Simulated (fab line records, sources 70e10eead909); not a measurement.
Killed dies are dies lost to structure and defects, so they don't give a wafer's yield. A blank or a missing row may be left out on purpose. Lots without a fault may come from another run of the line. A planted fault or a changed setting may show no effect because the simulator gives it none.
Which tool did it? | flow nand_harc | 13 lots, 39 wafers sampled, at 5 steps of a route of 1302

WHAT THE GAUGES READ, wafer by wafer
NHARC_END_SORT_01. Usual: defect_limited_yield 91.6 %, standard deviation 2.6; killed_at_array 51, standard deviation 17; killed_at_other 1.6, standard deviation 2.1; killed_at_periphery 4, standard deviation 3.2; killed_dies 57, standard deviation 18; killed_open 2.9, standard deviation 1.7; killed_short 2.3, standard deviation 1.3; sort_bin_2_pct 3.0 %, standard deviation 1.2; sort_bin_3_pct 0.7 %, standard deviation 0.43; sort_bin_4_pct 4.7 %, standard deviation 1.4; sort_n_pass 620, standard deviation 18; sort_rim_yield_pct 87 %, standard deviation 4.8; sort_yield_pct 91.6 %, standard deviation 2.6.
lot  | measured     | on        | defect_limited_yield (%) | killed_at_array | killed_at_other | killed_at_periphery | killed_dies | killed_open | killed_short | sort_bin_2_pct (%) | sort_bin_3_pct (%) | sort_bin_4_pct (%) | sort_n_pass | sort_rim_yield_pct (%) | sort_yield_pct (%) | flag
L273 | day 29 12:20 | prober-02 | 90.4 90.7 88.0           | 61 59 75        | 1 2 3           | 3 2 3               | 65 63 81    | 6 3 4       | 3 2 1        | 5.2 3.2 4.0        | 0.9 1.2 0.9        | 3.5 4.9 7.1        | 612 614 596 | 84 87 84               | 90.4 90.7 88.0     |
L271 | day 29 13:13 | prober-01 | 96.3 95.7 95.6           | 18 25 23        | 2 0 2           | 5 4 5               | 25 29 30    | 0 1 5       | 3 1 3        | 1.2 1.5 1.5        | 0.3 0.1 0          | 2.2 2.7 3.0        | 652 648 647 | 94 95 93               | 96.3 95.7 95.6     |
L277 | day 30 20:04 | prober-02 | 90.1 89.2 90.8           | 62 69 61        | 5 3 1           | 0 1 0               | 67 73 62    | 3 2 1       | 1 1 3        | 3.4 4.7 3.1        | 1.5 0.4 0.9        | 5.0 5.6 5.2        | 610 604 615 | 84 79 85               | 90.1 89.2 90.8     |
L284 | day 33 12:59 | prober-01 | 93.6 83.6 90.5           | 36 57 61        | 2 49 1          | 5 5 2               | 43 111 64   | 1 3 1       | 3 2 2        | 2.7 7.5 2.7        | 0.4 1.2 0.4        | 3.2 7.7 6.4        | 634 566 613 | 87 73 79               | 93.6 83.6 90.5     | OFF

WHICH TOOL RAN EACH LOT (tool, then ch and the chambers of the sampled wafers, then the start)
lot  | NHARC_THIN_TSV_DEP_47           | NHARC_THIN_TSV_PRE_CLEAN_50  | NHARC_THIN_TSV_PVD_51                   | NHARC_THIN_TSV_ETCH_36
L261 | pecvd-01 ch 0,1,2, day 24 02:26 | pvd_sputter-01, day 24 03:29 | pvd_sputter-01, day 24 06:56 or earlier | rie_metal-02 ch 0,1, day 24 06:56
L264 | pecvd-03 ch 1,2, day 24 18:01   | pvd_sputter-01, day 24 19:02 | pvd_sputter-01, day 24 22:37 or earlier | rie_metal-01 ch 0,1, day 24 22:37
L265 | pecvd-01 ch 0,1, day 24 21:47   | pvd_sputter-03, day 24 22:47 | pvd_sputter-03, day 25 02:22 or earlier | rie_metal-02 ch 0,1, day 25 02:22
L263 | pecvd-03 ch 0,2, day 24 23:10   | pvd_sputter-02, day 25 00:09 | pvd_sputter-02, day 25 03:46 or earlier | rie_metal-03 ch 0, day 25 03:46
L266 | pecvd-01 ch 0,1,2, day 26 15:25 | pvd_sputter-01, day 26 16:27 | pvd_sputter-01, day 26 20:02 or earlier | rie_metal-01 ch 0,1, day 26 20:02
L268 | pecvd-01 ch 0,1,2, day 26 23:40 | pvd_sputter-03, day 27 00:41 | pvd_sputter-03, day 27 04:11 or earlier | rie_metal-03 ch 0,1, day 27 04:11
L272 | pecvd-03 ch 0,1,2, day 28 11:40 | pvd_sputter-01, day 28 12:36 | pvd_sputter-01, day 28 16:05 or earlier | rie_metal-03 ch 0,1, day 28 16:05
L270 | pecvd-02 ch 0,2, day 28 12:52   | pvd_sputter-02, day 28 13:55 | pvd_sputter-02, day 28 17:26 or earlier | rie_metal-02 ch 0,1, day 28 17:26
L273 | pecvd-01 ch 0,2, day 28 16:10   | pvd_sputter-02, day 28 17:20 | pvd_sputter-02, day 28 20:47 or earlier | rie_metal-01 ch 1, day 28 20:47
L271 | pecvd-01 ch 0,2, day 28 17:32   | pvd_sputter-01, day 28 18:34 | pvd_sputter-01, day 28 22:08 or earlier | rie_metal-03 ch 0,1, day 28 22:08
L274 | pecvd-02 ch 1,2, day 29 12:34   | pvd_sputter-02, day 29 13:33 | pvd_sputter-02, day 29 17:07 or earlier | rie_metal-01 ch 0,1, day 29 17:07
L277 | pecvd-02 ch 0,2, day 30 06:05   | pvd_sputter-01, day 30 07:07 | pvd_sputter-01, day 30 10:42 or earlier | rie_metal-03 ch 0,1, day 30 10:42
L284 | pecvd-03 ch 0,1,2, day 32 21:15 | pvd_sputter-02, day 32 22:16 | pvd_sputter-02, day 33 01:50 or earlier | rie_metal-01 ch 0,1, day 33 01:50
- NHARC_THIN_TSV_DEP_47: deposits SiO2, target thk 200 nm.
- NHARC_THIN_TSV_PRE_CLEAN_50: time 30 s.
- NHARC_THIN_TSV_PVD_51: deposits Cu, target thk 100 nm.
- NHARC_THIN_TSV_ETCH_36: etches the open film in Cl2/BCl3, target depth 65 nm, time 18.571 s.

WHAT THE TOOLS THEMSELVES READ (means of the sampled wafers that have a number; where no wafer has one, the mark that the record gives instead)
NHARC_THIN_TSV_DEP_47. Usual: throttle_valve_pct 16.1 %, standard deviation 0.55.
lot  | tool     | throttle_valve_pct (%) | flag
L261 | pecvd-01 | 16.2                   |
L264 | pecvd-03 | 15.7                   |
L265 | pecvd-01 | 16.2                   |
L263 | pecvd-03 | 16.1                   |
L266 | pecvd-01 | 16.5                   |
L268 | pecvd-01 | 16.4                   |
L272 | pecvd-03 | 15.9                   |
L270 | pecvd-02 | 16.2                   |
L273 | pecvd-01 | 16.8                   |
L271 | pecvd-01 | 16.7                   |
L274 | pecvd-02 | 15.4                   |
L277 | pecvd-02 | 16.1                   |
L284 | pecvd-03 | 15.7                   |

NHARC_THIN_TSV_PRE_CLEAN_50. Usual: heater_power_w 400 W, standard deviation 42.
lot  | tool           | heater_power_w (W) | flag
L261 | pvd_sputter-01 | 389                |
L264 | pvd_sputter-01 | 388                |
L265 | pvd_sputter-03 | 411                |
L263 | pvd_sputter-02 | 423                |
L266 | pvd_sputter-01 | 368                |
L268 | pvd_sputter-03 | 416                |
L272 | pvd_sputter-01 | 325                |
L270 | pvd_sputter-02 | 448                |
L273 | pvd_sputter-02 | 445                |
L271 | pvd_sputter-01 | 327                |
L274 | pvd_sputter-02 | 413                |
L277 | pvd_sputter-01 | 405                |
L284 | pvd_sputter-02 | 422                |

NHARC_THIN_TSV_PVD_51. Usual: throttle_valve_pct 29.8 %, standard deviation 1.2.
lot  | tool           | throttle_valve_pct (%) | flag
L261 | pvd_sputter-01 | 30.6                   |
L264 | pvd_sputter-01 | 30.2                   |
L265 | pvd_sputter-03 | 31.1                   |
L263 | pvd_sputter-02 | 30.5                   |
L266 | pvd_sputter-01 | 29.7                   |
L268 | pvd_sputter-03 | 31.7                   |
L272 | pvd_sputter-01 | 29.3                   |
L270 | pvd_sputter-02 | 29.2                   |
L273 | pvd_sputter-02 | 29.1                   |
L271 | pvd_sputter-01 | 30.1                   |
L274 | pvd_sputter-02 | 29.6                   |
L277 | pvd_sputter-01 | 30.4                   |
L284 | pvd_sputter-02 | 28.6                   |

NHARC_THIN_TSV_ETCH_36. Usual: drypump_motor_current_A 5.8 A, standard deviation 0.49; oes_product_au 1.000 a.u., standard deviation 0.0071.
lot  | tool         | drypump_motor_current_A (A) | oes_product_au (a.u.) | flag
L261 | rie_metal-02 | 6.2                         | 0.997                 |
L264 | rie_metal-01 | 5.2                         | 1.002                 |
L265 | rie_metal-02 | 5.9                         | 1.001                 |
L263 | rie_metal-03 | 6.2                         | 0.999                 |
L266 | rie_metal-01 | 5.5                         | 0.996                 |
L268 | rie_metal-03 | 6.0                         | 0.992                 |
L272 | rie_metal-03 | 6.1                         | 0.996                 |
L270 | rie_metal-02 | 6.2                         | 1.009                 |
L273 | rie_metal-01 | 4.8                         | 1.005                 |
L271 | rie_metal-03 | 6.1                         | 0.997                 |
L274 | rie_metal-01 | 5.2                         | 1.004                 |
L277 | rie_metal-03 | 6.1                         | 0.999                 |
L284 | rie_metal-01 | 5.5                         | 1.001                 |

THE ANSWER, worked out from the rows above alone
Rule: a lot is off if the mean of its wafers that have a number lies more than 3 standard deviations from the usual mean. A lot without any number at a reading at which 4 lots or more have one is off too. The other lots that the step has rows for count as sound. The gauges are gone through in route order, then the tools' own readings, and for those a lot's mean is taken as printed above. The first step at which some lot is off is used, and at that step the reading that is off furthest; a lot without a number counts as furthest.
Off: L284, at NHARC_END_SORT_01 (killed_at_other). Neither off nor sound, because the step has no rows for them: L261, L264, L265, L263, L266, L268, L272, L270, L274.
A tool fits if, at a process step before that reading, it ran every lot that is off, and no sound lot after the first of them. The gauges at NHARC_END_SORT_01 are tried like those tools. NHARC_THIN_TSV_PVD_51 gives no start for some lots, so the hours and the order of its lots are those of NHARC_THIN_TSV_ETCH_36. Can't be told from this: 4 tools fit, pecvd-03 at NHARC_THIN_TSV_DEP_47, pvd_sputter-02 at NHARC_THIN_TSV_PRE_CLEAN_50 and NHARC_THIN_TSV_PVD_51, rie_metal-01 at NHARC_THIN_TSV_ETCH_36, prober-01 at NHARC_END_SORT_01.

WHAT THE SIMULATOR HAD PUT IN
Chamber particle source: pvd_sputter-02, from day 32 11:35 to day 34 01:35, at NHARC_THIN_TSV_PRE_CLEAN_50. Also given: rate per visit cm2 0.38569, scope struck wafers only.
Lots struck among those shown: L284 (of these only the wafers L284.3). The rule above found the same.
